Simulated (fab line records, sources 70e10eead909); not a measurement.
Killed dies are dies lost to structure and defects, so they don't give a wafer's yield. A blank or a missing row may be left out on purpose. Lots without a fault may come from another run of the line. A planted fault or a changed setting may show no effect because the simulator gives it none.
Chamber matching | flow nand_harc | NHARC_A_STAIRCASE_ALD_420 on ald_hk-02: 4 sister chambers
The step deposits SiO2, target thk 20 nm, pulse time 6 s, ald cycles 200. 14 wafers are shown with their chamber, then 7 later ones without.

WAFERS WITH THEIR CHAMBER
wafer  | chamber | heater_power_w (W) | precursor_pulse_height_rel
L074.1 | 3       | 484                | 0.997
L074.2 | 2       | 418                | 1.030
L074.5 | 0       | 461                | 0.984
L077.3 | 3       | 480                | 0.994
L077.4 | 0       | 455                | 1.003
L077.5 | 1       | 414                | 0.992
L078.2 | 3       | 490                | 0.996
L078.3 | 2       | 430                | 1.010
L078.5 | 3       | 486                | 1.000
L093.1 | 0       | 435                | 1.003
L093.2 | 3       | 503                | 1.029
L093.5 | 1       | 416                | 0.995
L092.1 | 0       | 456                | 0.956
L092.5 | 2       | 416                | 1.014

SIGNATURES (means of the wafers above)
reading                    | chamber 0 | chamber 1 | chamber 2 | chamber 3 | scatter within a chamber
heater_power_w             | 451.75    | 415.00    | 421.33    | 488.60    | 9.07
precursor_pulse_height_rel | 0.98650   | 0.99350   | 1.01800   | 1.00320   | 0.016
Rule: a wafer's distance from a chamber is the root of the sum, over the readings, of the square of ((its reading less the chamber's mean) divided by the reading's scatter). The wafer belongs to the nearest chamber; if the next one is less than 2 further off, it can't be placed. The scatter: the root of (the sum of the squares of (reading less its chamber's mean) over the shown wafers, divided by (wafers less chambers)).

WAFERS WITHOUT THEIR CHAMBER
wafer  | heater_power_w (W) | precursor_pulse_height_rel
L092.6 | 409                | 1.000
L097.1 | 409                | 1.006
L097.3 | 451                | 1.006
L097.6 | 402                | 1.008
L096.3 | 515                | 1.017
L096.5 | 497                | 1.005
L096.6 | 421                | 0.985

WHICH CHAMBER EACH WENT THROUGH
wafer  | from the rows above     | in truth
L092.6 | can't be placed: 1 or 2 | 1
L097.1 | can't be placed: 1 or 2 | 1
L097.3 | 0                       | 0
L097.6 | can't be placed: 1 or 2 | 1
L096.3 | 3                       | 3
L096.5 | 3                       | 3
L096.6 | can't be placed: 1 or 2 | 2
Placed correctly: 3 of 7. Can't be placed from these rows: 4 (the true chamber is among the candidates in 4). Placed wrongly: 0.
